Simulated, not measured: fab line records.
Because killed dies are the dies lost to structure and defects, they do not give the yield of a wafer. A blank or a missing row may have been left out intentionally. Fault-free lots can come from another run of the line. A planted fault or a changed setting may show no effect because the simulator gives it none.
Which tool is to blame? || flow nand_harc || 18 wafers from 6 lots sampled at 5 of the route's 1159 steps

WHAT THE GAUGES SHOWED, per wafer
NHARC_END_SORT_01.
{"lot": "L631", "measured": "day 25 23:12", "on": "prober-02", "sort_bin_3_pct (%)": "0.44 0 0.30"}
{"lot": "L632", "measured": "day 26 10:08", "on": "prober-01", "sort_bin_3_pct (%)": 0.30}
{"lot": "L637", "measured": "day 27 20:56", "on": "prober-02", "sort_bin_3_pct (%)": "0.30 1.03 0.30"}

WHICH TOOL RAN EACH LOT (tool, then ch and the chambers of the sampled wafers, then the start)
{"lot": "L617", "NHARC_A_BLC_STRIP_21": "rie_diel-06 ch 0,1,3, day 18 23:50", "NHARC_A_M0_DEVELOP_08": "litho_track-04 ch 0, day 19 02:00", "NHARC_A_M0_DEGAS_28": "pvd_sputter-02, day 19 03:57", "NHARC_A_M0_PRE_CLEAN_29": "pvd_sputter-02, no start"}
{"lot": "L619", "NHARC_A_BLC_STRIP_21": "rie_diel-08 ch 0,1,2, day 19 07:02", "NHARC_A_M0_DEVELOP_08": "litho_track-04 ch 0, day 19 09:00", "NHARC_A_M0_DEGAS_28": "pvd_sputter-02, day 19 10:52", "NHARC_A_M0_PRE_CLEAN_29": "pvd_sputter-02, no start"}
{"lot": "L631", "NHARC_A_BLC_STRIP_21": "rie_diel-08 ch 1,2,3, day 23 10:02", "NHARC_A_M0_DEVELOP_08": "litho_track-04 ch 0, day 24 05:00", "NHARC_A_M0_DEGAS_28": "pvd_sputter-02, day 24 07:01", "NHARC_A_M0_PRE_CLEAN_29": "pvd_sputter-02, day 25 23:12 or earlier"}
{"lot": "L632", "NHARC_A_BLC_STRIP_21": "rie_diel-08 ch 2,3, day 23 14:30", "NHARC_A_M0_DEVELOP_08": "litho_track-01 ch 0, day 24 09:00", "NHARC_A_M0_DEGAS_28": "pvd_sputter-03, day 24 10:47", "NHARC_A_M0_PRE_CLEAN_29": "pvd_sputter-03, day 26 10:08 or earlier"}
{"lot": "L639", "NHARC_A_BLC_STRIP_21": "rie_diel-06 ch 0,1, day 24 16:59", "NHARC_A_M0_DEVELOP_08": "litho_track-04 ch 0, day 24 20:00", "NHARC_A_M0_DEGAS_28": "pvd_sputter-03, day 24 21:41", "NHARC_A_M0_PRE_CLEAN_29": "pvd_sputter-03, no start"}
{"lot": "L637", "NHARC_A_BLC_STRIP_21": "rie_diel-06 ch 0,1, day 24 23:22", "NHARC_A_M0_DEVELOP_08": "litho_track-06 ch 0, day 25 05:00", "NHARC_A_M0_DEGAS_28": "pvd_sputter-03, day 25 07:07", "NHARC_A_M0_PRE_CLEAN_29": "pvd_sputter-03, day 27 20:56 or earlier"}
- NHARC_A_BLC_STRIP_21: strips in O2.
- NHARC_A_M0_DEVELOP_08: develop time 35 s.
- NHARC_A_M0_DEGAS_28: time 60 s.
- NHARC_A_M0_PRE_CLEAN_29: time 30 s.

THE ANSWER, worked out from the rows above alone
Rule: usual is defined by the lots themselves. Put in order of their means at a reading, lots are off if they are a third of the lots or fewer, leave a main group of 4 or more, and stand apart from it by a gap of 3 or more times the standard deviation of the main group's means; of several such gaps the widest counts. If all means in a main group match to the digits the tables above print for the reading, that group is not used. A lot without any number at a reading at which 4 lots or more have one is off too. Where the step has rows for the other lots, those lots are counted as sound.
No lot is off on any of the readings shown, so nothing can be concluded from this.

WHAT WAS PUT IN BY THE SIMULATOR
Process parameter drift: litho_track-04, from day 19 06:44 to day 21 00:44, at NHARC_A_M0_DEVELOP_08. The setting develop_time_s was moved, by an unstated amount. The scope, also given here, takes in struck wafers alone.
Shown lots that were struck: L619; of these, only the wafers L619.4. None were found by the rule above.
